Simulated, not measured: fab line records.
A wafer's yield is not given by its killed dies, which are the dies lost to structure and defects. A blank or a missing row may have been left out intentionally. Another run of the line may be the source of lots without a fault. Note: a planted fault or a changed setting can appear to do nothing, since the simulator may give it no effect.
Struck lot and sound lot, side by side -- flow n5_finfet -- 37 out of 1938 route steps
Sound: these wafers, L473.1, L473.2, L473.3. Struck: wafers L465.1, L465.5 (left out: L465.3, a lot-mate that was not struck); the cause follows at the end.
For every step that has rows: the tool of each side, followed by ch and its chambers, followed by its first start. Under that, the readings that differ: sound wafers -- struck wafers -- difference of the means -- sigmas: that difference in standard deviations of wafers without a fault.
alike: a reading whose means differ by less than 2 such deviations, as well as words and numbers matching on both sides. not compared: withheld readings; readings where some wafer has no value; bounds like >300 that might hide an equal value; numbers whose values overlap and for which the record gives no deviation.
Wherever a step has rows on one side only, a row that says differs or no value, or a row with sigmas, the two part there. Numbers that have no deviation but don't overlap get no sigmas and don't part them. Lack of a reading on every wafer of one side parts them only where that side has two or more wafers.

first, 10 steps without rows for these wafers: N5_HKMG_FIN_ALD_72 (deposits W, target thk 2 nm, pulse time 1 s, purge time 2 s); N5_HKMG_FIN_W_FILL_22 (material W, target thk 60 nm, time 18.2 s); N5_HKMG_FIN_PRECLEAN_83 (cleans in DIW, time 57.5 s); N5_HKMG_FIN_SRD_84 (dry time 32 s); N5_HKMG_FIN_CMP_23 (polishes, stops on SiNx, t overpolish 10 s, target thk 46.326 nm); N5_HKMG_FIN_CMP_94 (polishes, stops on SiNx, t overpolish 4.7 s, target thk 43.299 nm); N5_GATE_CUT_ETCHBACK_00 (etches W in SF6/Cl2); N5_GATE_CUT_ETCH_56 (etches TiN in Cl2/Ar, target depth 21.6 nm); N5_GATE_CUT_ETCHBACK_30 (etches TiN in Cl2/Ar, target depth 3 nm); N5_GATE_CUT_VAPOR_ETCH_60 (etches HfO2 in BCl3/Cl2).
N5_GATE_CUT_ETCH_58: etches SiNx in CH3F/O2, target depth 17 nm, time 128.6 s.
  sound on rie_diel-03 ch 0,1,2, day 9 07:28; struck on rie_diel-02 ch 0, day 7 10:23
  alike: bias_w, drypump_motor_current_A, mfc_ar_sccm, oes_product_au, rf_fwd_power_W, rf_vpp_V, showerhead_plenum_p_Torr, throttle_valve_pct
  not compared: rf_hours_counter_h
then, 25 steps without rows for these wafers: N5_GATE_CUT_STRIP_59 (strips in N2/H2, time 20 s); N5_GATE_CUT_PRECLEAN_31 (cleans in DIW, time 300 s); N5_GATE_CUT_SRD_32 (time 30 s); N5_GATE_CUT_SAC_CAP_01 (material SiNx, target thk 24 nm, pulse time 1 s, ald cycles 480); N5_GATE_CUT_PECVD_57 (deposits SiNx from SiH4/NH3/N2, target thk 21 nm); N5_GATE_CUT_CMP_02 (polishes, stops on SiO2, t overpolish 12.7 s, target thk 0 nm); N5_GATE_CUT_HM_DEP_46 (deposits SiO2 from TEOS/O2, target thk 130 nm, time 26.6 s); N5_GATE_CUT_COAT_34 (time 60 s, resist thk 60 nm); N5_GATE_CUT_COAT_35 (time 60 s, resist thk 10 nm); N5_GATE_CUT_COAT_27 (time 60 s, resist thk 10 nm); N5_GATE_CUT_COAT_07 (resist thk 30 nm); N5_GATE_CUT_EBR_09; N5_GATE_CUT_SOFTBAKE_08 (time 60 s); N5_GATE_CUT_EXPOSE_10 (exposes mask GATE CUT, target cd 20 nm); N5_GATE_CUT_PEB_11 (peb time 60 s); N5_GATE_CUT_DEVELOP_12 (develop time 30 s); N5_GATE_CUT_DESCUM_18 (chemistry O2, time 7 s); N5_GATE_CUT_ETCH_28 (etches underlayer in N2/H2, target depth 13 nm, time 10.4 s); N5_GATE_CUT_ETCH_36 (etches SiARC in CF4, target depth 13 nm, time 21.7 s); N5_GATE_CUT_ETCH_37 (etches SOC in N2/H2, target depth 60 nm, overetch 12 nm, time 90 s); N5_GATE_CUT_STRIP_38 (strips in N2/H2); N5_GATE_CUT_STRIP_39 (strips in N2/H2); N5_GATE_CUT_HM_OPEN_40 (chemistry C4F6/O2, target SiO2, target depth 139 nm, time 85.1 s); N5_GATE_CUT_STRIP_41 (strips in CF4); N5_GATE_CUT_STRIP_42 (strips in O2).
-- record jumps: 11 days separate the struck wafers' starts on either side; left off in module GATE_CUT, taken up again in module PASSIVATION, whose first shown step is the route's number 1936 --
N5_PASSIVATION_PROBE_49:
  only the struck wafers here have rows in the record (prober-02, day 18 11:35); the sound ones have none

WHERE THEY PART
Within this record, at N5_PASSIVATION_PROBE_49 only.

WHY: what had been put in by the simulator
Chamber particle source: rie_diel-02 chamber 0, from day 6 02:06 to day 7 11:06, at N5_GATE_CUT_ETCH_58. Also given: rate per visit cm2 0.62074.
